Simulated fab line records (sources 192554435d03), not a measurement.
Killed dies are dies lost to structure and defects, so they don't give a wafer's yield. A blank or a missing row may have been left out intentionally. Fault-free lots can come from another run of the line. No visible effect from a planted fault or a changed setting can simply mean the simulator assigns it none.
Split-lot experiment -- flow n5-finfet -- on a route of 1938 steps: 7 lots, 21 wafers read

SPLIT DETAILS
At N5_BEOL_M1_HM_DEP_02 (deposits TiN, target thk 20 nm), the setting target-thk-a was moved away from the recipe's 200 angstrom on 7 of the 21 wafers read, by -9.8% to +8.0%. All remaining wafers had this setting at the recipe value.

FROM THE SPLIT TO THE READING: what the file shows between them, 8 steps
- N5_BEOL_M1_COAT_61: time 60 s, resist thk 60 nm
- N5_BEOL_M1_COAT_62: time 60 s, resist thk 12 nm
- N5_BEOL_M1_STRIP_75: strips in N2/H2
- N5_BEOL_M1_STRIP_66: strips in CF4
- N5_BEOL_M1_HM_OPEN_17: chemistry Cl2/BCl3, target TiN, target depth 20 nm, overetch 6 nm
- N5_BEOL_M1_STRIP_19: strips in O2
- N5_BEOL_M1_STRIP_83: strips in C4F6/O2
- N5_BEOL_M1_STRIP_36: strips in N2/H2

THE READING
TiN_of_BEOL_M1_HM_DEP_02.thk-nm (the simulator's own value, which no gauge read), in nm, at N5_BEOL_M1_TRENCH_ETCH_37 (etches SiOC in C4F6/O2, target depth 55.207 nm, time 29 s). There is no usual value for it anywhere in the file. Across the 14 wafers here that went through the recipe, the average is 17.9 nm and the standard deviation 0.32 nm.

wafer,"tool, chamber at the split","target-thk-a as run, angstrom",against the recipe,"TiN_of_BEOL_M1_HM_DEP_02.thk-nm, nm",against lot-mates on the recipe
L075.2,"pvd-sputter-01, -",200,recipe,17.6,-
L075.4,"pvd-sputter-01, -",180.3,-9.8%,15.8,-1.9
L075.6,"pvd-sputter-01, -",200,recipe,17.8,-
L076.3,"pvd-sputter-02, -",187.3,-6.3%,16.6,-1.2
L076.6,"pvd-sputter-02, -",187.3,-6.3%,16.6,-1.2
L076.4,"pvd-sputter-02, -",200,recipe,17.8,-
L078.2,"pvd-sputter-03, -",200,recipe,18.4,-
L078.4,"pvd-sputter-03, -",213.4,+6.7%,19,+0.6
L078.6,"pvd-sputter-03, -",213.4,+6.7%,19.6,+1.2
L080.3,"pvd-sputter-02, -",200,recipe,17.8,-
L080.6,"pvd-sputter-02, -",200,recipe,17.8,-
L080.4,"pvd-sputter-02, -",200,recipe,18,-
L090.2,"pvd-sputter-02, -",200,recipe,17.8,-
L090.3,"pvd-sputter-02, -",200,recipe,17.6,-
L090.6,"pvd-sputter-02, -",200,recipe,17.2,-
L088.2,"pvd-sputter-03, -",200,recipe,18.2,-
L088.6,"pvd-sputter-03, -",200,recipe,18.2,-
L088.5,"pvd-sputter-03, -",200,recipe,18.4,-
L091.2,"pvd-sputter-03, -",200,recipe,17.8,-
L091.3,"pvd-sputter-03, -",215.9,+8.0%,19,+1.2
L091.5,"pvd-sputter-03, -",215.9,+8.0%,19.2,+1.4

FIT RESULTS
A straight line over all 21 wafers: TiN_of_BEOL_M1_HM_DEP_02.thk-nm changes by +0.191 nm for each +1% of target-thk-a; r = +0.94; the points scatter about the line by 0.31 nm.
The same after taking each lot's own level away (the mean of its wafers on the recipe; 21 wafers): +0.17 nm for each +1%; r = +0.97; scatter 0.18 nm.
Per that fit: largest target-thk-a move, reading shift of 1.7 nm.
Across the lots, their own levels run from 17.53 to 18.40 nm, a range of 2.7 times the standard deviation given above.
So the lot-to-lot level changes the slope: the two fits differ.
Check: with one of the wafers moved furthest among these (-9.8%) left out of the fit, the line predicts -1.65 nm for it against its lot-mates. Against them it came out at -1.9 nm.

OTHER SPLITS APPLIED TO THESE WAFERS
These wafers also went through other splits before the reading. Each is held against what the fit with the lots' levels taken away leaves over:
other split on the same wafers,wafers away from the commonest value,r with TiN_of_BEOL_M1_HM_DEP_02.thk-nm (lot level and that fit taken away)
N5_BEOL_M0_SAQP_DEVELOP_13 develop-time-s,8,-0.09
N5_BEOL_M0_TRENCH_ETCH_107 target-depth-a,9,+0.04
N5_BEOL_M0_ETCH_109 bias-w,4,-0.09

THE WHOLE CHAIN: every reading that the file lists as answering this split, in the file's order
step,what it does,reading,change (the file's fit),r (the file's)
N5_BEOL_M1_HM_DEP_02,"deposits TiN, target thk 20 nm","TiN_of_BEOL_M1_HM_DEP_02.thk-nm (the simulator's own value, which no gauge read)",+0.176 nm for each +1% of the setting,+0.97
N5_BEOL_M1_HM_OPEN_17,"chemistry Cl2/BCl3, target TiN, target depth 20 nm, overetch 6 nm","etch.depth-nm (the simulator's own value, which no gauge read)",+0.173 nm for each +1% of the setting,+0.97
N5_BEOL_M1_TRENCH_ETCH_37,"etches SiOC in C4F6/O2, target depth 55.207 nm, time 29 s","TiN_of_BEOL_M1_HM_DEP_02.thk-nm (the simulator's own value, which no gauge read)",+0.174 nm for each +1% of the setting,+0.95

FILE'S OWN FIT
TiN_of_BEOL_M1_HM_DEP_02.thk-nm changes by +0.174 nm for each +1% of target-thk-a, r = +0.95.
